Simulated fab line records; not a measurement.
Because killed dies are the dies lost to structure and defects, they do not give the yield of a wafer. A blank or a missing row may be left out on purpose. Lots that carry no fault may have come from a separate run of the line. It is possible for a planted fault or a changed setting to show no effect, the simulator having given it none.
The tool behind it: which one? + flow n5 finfet + 36 wafers from 12 lots sampled at 2 of the route's 1938 steps

## WHAT THE GAUGES READ, wafer by wafer
N5_BEOL_M5_CD_MEAS_35: target cd 28 nm, target cd y 24 nm.
| lot  | measured     | on        | cd nm (nm)        |
|------|--------------|-----------|-------------------|
| L075 | day 10 16:08 | cd sem-02 | 28.16 28.28 27.87 |
| L078 | day 11 06:47 | cd sem-03 | 27.73 28.09 28.24 |
| L079 | day 11 15:55 | cd sem-01 | 28.15 28.02 28.08 |
| L082 | day 12 00:28 | cd sem-02 | 28.46 28.33 28.14 |
| L083 | day 12 05:35 | cd sem-02 | 28.26 28.65 28.20 |
| L085 | day 13 04:38 | cd sem-01 | 28.60 27.87 28.26 |
| L087 | day 13 08:40 | cd sem-01 | 28.15 28.39 28.48 |
| L089 | day 14 04:45 | cd sem-02 | 28.12 27.39 27.98 |
| L092 | day 14 18:43 | cd sem-01 | 28.57 28.00 28.59 |
| L091 | day 15 01:09 | cd sem-03 | 28.18 28.03 28.79 |
| L095 | day 16 08:38 | cd sem-02 | 28.08 27.96 27.94 |
| L097 | day 16 13:19 | cd sem-02 | 28.09 27.87 27.95 |

## EACH LOT AND THE TOOL THAT RAN IT (in order: tool; ch and the chambers of the sampled wafers; start)
| lot  | N5_BEOL_M5_ETCH_41                            |
|------|-----------------------------------------------|
| L075 | rie diel-03 ch 0,1,2, day 10 16:08 or earlier |
| L078 | rie diel-05 ch 1,3, day 11 06:47 or earlier   |
| L079 | rie diel-02 ch 0,1,2, day 11 15:55 or earlier |
| L082 | rie diel-03 ch 0,2,3, day 12 00:28 or earlier |
| L083 | rie diel-05 ch 0,1,2, day 12 05:35 or earlier |
| L085 | rie diel-02 ch 0,3, day 13 04:38 or earlier   |
| L087 | rie diel-05 ch 2,3, day 13 08:40 or earlier   |
| L089 | rie diel-03 ch 0,2,3, day 14 04:45 or earlier |
| L092 | rie diel-05 ch 2,3, day 14 18:43 or earlier   |
| L091 | rie diel-05 ch 1,2, day 15 01:09 or earlier   |
| L095 | rie diel-02 ch 2,3, day 16 08:38 or earlier   |
| L097 | rie diel-05 ch 1,2,3, day 16 13:19 or earlier |
- N5_BEOL_M5_ETCH_41: etches SiCN in CH3F/O2, target depth 31.5 nm, time 56.7 s.

## THE ANSWER, worked out from the rows above alone
Rule: usual is defined by the lots themselves. The widest of any qualifying gaps counts: lots, ordered by their means at a reading, are off when they make up no more than a third of the lots, leave a main group of 4 or more, and stand apart from it by 3 or more times the standard deviation of that group's means. A main group whose means are all the same, to the digits that the tables above print for the reading, isn't used. Also off: a lot with no number at a reading for which 4 or more lots have one. Any other lot the step has rows for is counted as sound.
Nothing can be told from this: no lot is off at any reading shown.

## WHAT WAS PUT IN BY THE SIMULATOR
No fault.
